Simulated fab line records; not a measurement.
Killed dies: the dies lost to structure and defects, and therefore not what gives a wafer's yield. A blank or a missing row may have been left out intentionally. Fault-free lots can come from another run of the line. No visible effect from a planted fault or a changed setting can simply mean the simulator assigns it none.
Chamber matching :: flow nandHarc :: NHARC_A_STAIRCASE_TRIM_229 on rieDiel-12 has 4 sister chambers
The step chemistry O2, time 211.2 s. 8 wafers are shown with their chamber, then 8 later ones without.

WAFERS WITH THEIR CHAMBER
wafer: L081.3
chamber: 0
showerheadPlenumPTorr (Torr): 3.33
drypumpMotorCurrentA (A): 5.6

wafer: L081.6
chamber: 3
showerheadPlenumPTorr (Torr): 3.53
drypumpMotorCurrentA (A): 5.9

wafer: L084.3
chamber: 3
showerheadPlenumPTorr (Torr): 3.53
drypumpMotorCurrentA (A): 5.9

wafer: L084.5
chamber: 2
showerheadPlenumPTorr (Torr): 3.63
drypumpMotorCurrentA (A): 5.9

wafer: L089.3
chamber: 1
showerheadPlenumPTorr (Torr): 3.29
drypumpMotorCurrentA (A): 5.5

wafer: L089.5
chamber: 0
showerheadPlenumPTorr (Torr): 3.32
drypumpMotorCurrentA (A): 5.6

wafer: L089.6
chamber: 2
showerheadPlenumPTorr (Torr): 3.63
drypumpMotorCurrentA (A): 6.0

wafer: L091.1
chamber: 1
showerheadPlenumPTorr (Torr): 3.29
drypumpMotorCurrentA (A): 5.4

WAFERS MISSING THEIR CHAMBER
wafer: L091.3
showerheadPlenumPTorr (Torr): 3.32
drypumpMotorCurrentA (A): 5.6

wafer: L091.5
showerheadPlenumPTorr (Torr): 3.32
drypumpMotorCurrentA (A): 5.6

wafer: L092.3
showerheadPlenumPTorr (Torr): 3.32
drypumpMotorCurrentA (A): 5.6

wafer: L092.4
showerheadPlenumPTorr (Torr): 3.52
drypumpMotorCurrentA (A): 5.9

wafer: L092.6
showerheadPlenumPTorr (Torr): 3.28
drypumpMotorCurrentA (A): 5.4

wafer: L094.1
showerheadPlenumPTorr (Torr): 3.51
drypumpMotorCurrentA (A): 5.9

wafer: L094.2
showerheadPlenumPTorr (Torr): 3.31
drypumpMotorCurrentA (A): 5.6

wafer: L094.5
showerheadPlenumPTorr (Torr): 3.31
drypumpMotorCurrentA (A): 5.6

CHAMBER TAKEN BY EACH
wafer: L091.3
from the rows above: 0
in truth: 0

wafer: L091.5
from the rows above: 0
in truth: 0

wafer: L092.3
from the rows above: 0
in truth: 0

wafer: L092.4
from the rows above: 3
in truth: 3

wafer: L092.6
from the rows above: 1
in truth: 1

wafer: L094.1
from the rows above: 3
in truth: 3

wafer: L094.2
from the rows above: 0
in truth: 0

wafer: L094.5
from the rows above: 0
in truth: 0
Correct placement for 8 of the 8. Left unplaced by these rows: 0. Placed wrongly: 0.
How it was worked out, from the rows above alone: a wafer's distance from a chamber is the root of the sum, over the readings, of the square of ((its reading less the chamber's mean) divided by the reading's scatter). The wafer belongs to the nearest chamber; if the next one is less than 2 further off, it can't be placed. For every chamber, the mean is computed from those of its wafers that are shown. How the scatter is found: for the shown wafers, subtract from each reading the mean of its chamber, square and add these, divide the total by (wafers less chambers), then take the root.
